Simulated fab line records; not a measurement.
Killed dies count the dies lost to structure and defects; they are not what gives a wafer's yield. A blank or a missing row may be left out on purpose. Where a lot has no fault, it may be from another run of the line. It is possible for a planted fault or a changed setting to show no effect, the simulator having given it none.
Chamber matching -- flow nand_harc -- 4 sister chambers for NHARC_THIN_TSV_ETCHBACK_48 on rie_diel-06
The step etches the open film in C4F8/Ar, target depth 1028.5 nm, time 405.17 s. 14 wafers are shown with their chamber, then 7 later ones without.

== WAFERS WITH THEIR CHAMBER ==
wafer,chamber,rf_vpp_V (V),oes_product_au (a.u.)
L960.4,1,551,1.00
L960.5,2,544,0.98
L960.6,1,551,0.99
L962.2,3,551,0.91
L962.4,0,548,0.94
L962.6,2,545,0.90
L965.2,2,545,0.88
L965.4,3,549,0.92
L965.6,2,544,0.90
L975.2,2,545,0.98
L975.3,0,547,0.99
L975.6,3,550,0.98
L979.2,0,546,0.94
L979.3,1,551,0.96

SIGNATURES (means of the wafers above)
reading,chamber 0,chamber 1,chamber 2,chamber 3,scatter within a chamber
rf_vpp_V,547.00,551.00,544.60,550.00,0.721
oes_product_au,0.9567,0.9833,0.9280,0.9367,0.0383
Rule: a wafer lies at a distance from a chamber equal to the root of the sum of squares, over the readings, of (its reading less the chamber's mean, divided by the reading's scatter). The wafer belongs to the nearest chamber; if the next one is less than 2 further off, it can't be placed. The scatter: take each reading less its chamber's mean, square it, sum over the shown wafers, divide by the number of wafers less the number of chambers, and take the root.

== WAFERS WHOSE CHAMBER IS MISSING ==
wafer,rf_vpp_V (V),oes_product_au (a.u.)
L979.6,552,0.94
L982.1,544,0.91
L982.3,547,0.92
L982.6,546,0.91
L983.2,550,0.92
L983.4,550,0.91
L983.5,551,0.91

== WHICH CHAMBER EACH ONE RAN IN ==
wafer,from the rows above,in truth
L979.6,can't be placed: 1 or 3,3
L982.1,2,2
L982.3,0,0
L982.6,can't be placed: 0 or 2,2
L983.2,can't be placed: 3 or 1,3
L983.4,can't be placed: 3 or 1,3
L983.5,can't be placed: 3 or 1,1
2 of 7 placed correctly. Not placeable from these rows: 5 (in 5, the candidates include the true chamber). Number placed wrongly: 0.
